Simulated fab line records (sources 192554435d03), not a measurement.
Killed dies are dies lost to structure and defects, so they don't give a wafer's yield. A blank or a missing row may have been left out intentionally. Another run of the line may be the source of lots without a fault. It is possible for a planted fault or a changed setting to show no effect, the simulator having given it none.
Chamber matching + flow n5_finfet + N5_BEOL_M6_CURE_74 on uv_cure-03: 3 sister chambers
The step cures SiCOH lowk, time 240 s. 3 wafers are shown with their chamber, then 10 later ones without.

## WAFERS PAIRED WITH THEIR CHAMBERS
| wafer  | chamber | wafer_temp_C_max |
|--------|---------|------------------|
| L087.6 | 2       | 387.9            |
| L089.6 | 1       | 387.0            |
| L091.3 | 0       | 386.4            |

## WAFERS WITHOUT THEIR CHAMBER
| wafer  | wafer_temp_C_max |
|--------|------------------|
| L091.6 | 386.7            |
| L093.1 | 386.7            |
| L093.4 | 387.5            |
| L093.6 | 386.8            |
| L093.2 | 387.0            |
| L093.3 | 386.7            |
| L093.5 | 387.6            |
| L096.2 | 387.1            |
| L096.3 | 387.1            |
| L096.5 | 387.8            |

## WHICH CHAMBER EACH WENT THROUGH
| wafer  | from the rows above     | in truth                   |
|--------|-------------------------|----------------------------|
| L091.6 | can't be placed: 0 or 1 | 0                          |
| L093.1 | can't be placed: 0 or 1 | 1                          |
| L093.4 | can't be placed: 2 or 1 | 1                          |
| L093.6 | can't be placed: 1 or 0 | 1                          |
| L093.2 | 1                       | 1                          |
| L093.3 | can't be placed: 0 or 1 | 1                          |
| L093.5 | can't be placed: 2 or 1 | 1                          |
| L096.2 | 1                       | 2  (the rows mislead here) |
| L096.3 | 1                       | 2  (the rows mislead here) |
| L096.5 | 2                       | 2                          |
Correct placement for 2 of the 10. Can't be placed from these rows: 6 (the true chamber is among the candidates in 6). 2 placed wrongly.
How it was worked out, from the rows above alone: a wafer's distance from a chamber is the root of the sum, over the readings, of the square of ((its reading less the chamber's mean) divided by the reading's scatter). The wafer belongs to the nearest chamber; if the next one is less than 2 further off, it can't be placed. For every chamber, the mean is computed from those of its wafers that are shown. The scatter (one wafer shown for each chamber): square how far every hidden wafer sits from the nearest shown wafer, average those squares and take the square root.
